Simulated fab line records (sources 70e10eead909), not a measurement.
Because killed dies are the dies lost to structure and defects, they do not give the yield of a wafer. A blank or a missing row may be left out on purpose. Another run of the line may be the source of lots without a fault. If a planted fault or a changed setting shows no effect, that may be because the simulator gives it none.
Matching of chambers :: flow nandHarc :: NHARC_A_CHANNEL_FILL_D1_ETCHBACK_20 on rieDiel-09: 4 sister chambers
The step etches the open film in C4F8/O2/Ar, target depth 27 nm, time 13.5 s. 4 wafers are shown with their chamber, then 7 later ones without.

WAFERS PAIRED WITH THEIR CHAMBERS
wafer: L722.2
chamber: 3
rfVppV (V): 977

wafer: L725.1
chamber: 0
rfVppV (V): 973

wafer: L725.2
chamber: 2
rfVppV (V): 972

wafer: L725.3
chamber: 1
rfVppV (V): 970

WAFERS MISSING THEIR CHAMBER
wafer: L728.1
rfVppV (V): 973

wafer: L731.1
rfVppV (V): 968

wafer: L731.2
rfVppV (V): 973

wafer: L731.3
rfVppV (V): 973

wafer: L732.1
rfVppV (V): 973

wafer: L732.2
rfVppV (V): 968

wafer: L732.4
rfVppV (V): 975

WHICH CHAMBER EACH ONE RAN IN
wafer: L728.1
from the rows above: can't be placed: 0 or 2
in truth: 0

wafer: L731.1
from the rows above: can't be placed: 1 or 2
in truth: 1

wafer: L731.2
from the rows above: can't be placed: 0 or 2
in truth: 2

wafer: L731.3
from the rows above: can't be placed: 0 or 2
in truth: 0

wafer: L732.1
from the rows above: can't be placed: 0 or 2
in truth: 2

wafer: L732.2
from the rows above: can't be placed: 1 or 2
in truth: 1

wafer: L732.4
from the rows above: can't be placed: 0 or 3 or 2
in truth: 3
Correct placement for 0 of the 7. These rows do not allow placing 7 (true chamber among the candidates in 7). Number placed wrongly: 0.
How it was worked out, from the rows above alone: a wafer's distance from a chamber is the root of the sum, over the readings, of the square of ((its reading less the chamber's mean) divided by the reading's scatter). The wafer belongs to the nearest chamber; if the next one is less than 2 further off, it can't be placed. The mean given for a chamber averages the wafers shown for that chamber. The scatter: root of mean squared gap, hidden wafer to nearest shown wafer, with one shown wafer a chamber.
